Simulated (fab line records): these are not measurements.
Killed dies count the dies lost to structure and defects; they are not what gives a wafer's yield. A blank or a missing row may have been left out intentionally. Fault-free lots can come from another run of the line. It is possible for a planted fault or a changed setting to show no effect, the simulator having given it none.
Code-filled problem report in 8D (eight disciplines) form | flow nand_harc | the parts of the form that need people (team, actions taken, sign-off) are left out

1. WHAT WENT WRONG
Mean of tube_center_temp_C at NHARC_A_CHANNEL_FILL_D2_CVD_09: 568.69 C across 6 wafers in 2 lots; on wafers with no fault it is 620.01 C (standard deviation 0.053). So: -99 or more standard deviations from the usual mean.
The step: deposits poly-Si, target thk 150 nm, time 3000 s.
First observed at day 24 12:04: wafer L253.2, on lpcvd_poly-03. Wafers with a number at this step in the record: 33, from 11 lots. Rule for "out", or "out of limits": more than 4 standard deviations from the usual mean. The rest of the wafers with a number are treated as sound.

2. WHAT IT IS, AND WHAT IT ISN'T
question                    | is                                                                                                                                  | is not
which readings at this step | tube_center_temp_C, spike_tc_bottom_C, spike_tc_centre_C, spike_tc_lower_C, spike_tc_top_C, spike_tc_upper_C, zone_power_bottom_pct | -
which lots                  | L253, L254                                                                                                                          | L232, L234, L235, L236, L238, L240, L241, L242, L244
which wafers of those lots  | all that have a number                                                                                                              | -
read on which tools         | lpcvd_poly-03                                                                                                                       | lpcvd_poly-01, lpcvd_poly-02
when                        | from day 24 12:04                                                                                                                   | up to then (27 sound wafers)

3. SUSPECTS, AND WHAT RULES EACH OUT
Counting: a tool at any process step up to the reading remains a suspect when it ran all the lots that are out and ran no sound lot after the first of those.
- lpcvd_poly-03 at NHARC_A_CHANNEL_FILL_D2_CVD_09 (deposits poly-Si, target thk 150 nm, time 3000 s): kept. It processed each lot that is out, first L253 at day 24 12:04, and no sound lot thereafter; up to then, the last sound lot it processed was L242 at day 20 03:56. Out on those wafers are its own readings of spike_tc_bottom_C, spike_tc_centre_C, spike_tc_lower_C, spike_tc_top_C, spike_tc_upper_C, tube_center_temp_C, zone_power_bottom_pct.
Left after counting: lpcvd_poly-03 at NHARC_A_CHANNEL_FILL_D2_CVD_09.

4. THE CAUSE (what the simulator had put in)
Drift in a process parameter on lpcvd_poly-03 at NHARC_A_CHANNEL_FILL_D2_CVD_09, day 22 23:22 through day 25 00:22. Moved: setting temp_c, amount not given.
Only this tool survived the counting.

5. THE EFFECT CHAIN, in route order
Each row: a reading whose mean over the struck wafers that have a number lies more than 3 standard deviations from the usual. Only readings for which the record gives a usual standard deviation are gone through. hours: the time from each lot's start at the first step in this table that gives one to its start at this step, as a median over the lots. sigmas: the change in usual standard deviations.
hours | step                           | reading               | usual    | on struck wafers | change | sigmas
0     | NHARC_A_CHANNEL_FILL_D2_CVD_09 | spike_tc_bottom_C     | 639.3 C  | 590.5            | -48.8  | -29
0     | NHARC_A_CHANNEL_FILL_D2_CVD_09 | spike_tc_centre_C     | 620.8 C  | 570.5            | -50.3  | -46
0     | NHARC_A_CHANNEL_FILL_D2_CVD_09 | spike_tc_lower_C      | 619.5 C  | 566.4            | -53.1  | -33
0     | NHARC_A_CHANNEL_FILL_D2_CVD_09 | spike_tc_top_C        | 640 C    | 589              | -51    | -16
0     | NHARC_A_CHANNEL_FILL_D2_CVD_09 | spike_tc_upper_C      | 620.7 C  | 569.8            | -51.0  | -34
0     | NHARC_A_CHANNEL_FILL_D2_CVD_09 | tube_center_temp_C    | 620.01 C | 568.69           | -51.32 | -99 or more
0     | NHARC_A_CHANNEL_FILL_D2_CVD_09 | zone_power_bottom_pct | 13.1 %   | 11.0             | -2.1   | -5.1
3     | NHARC_A_CHANNEL_FILL_D2_CMP_10 | time_to_endpoint_s    | 15.8 s   | 5.5              | -10.3  | -4.9
Its process steps:
- NHARC_A_CHANNEL_FILL_D2_CVD_09: deposits poly-Si, target thk 150 nm, time 3000 s.
- NHARC_A_CHANNEL_FILL_D2_CMP_10: polishes, target thk 150 nm.

6. WHAT WOULD HAVE CAUGHT IT SOONER
In this record no reading fell out of limits until day 24 12:04, 37 hours after the fault had begun at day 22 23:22.
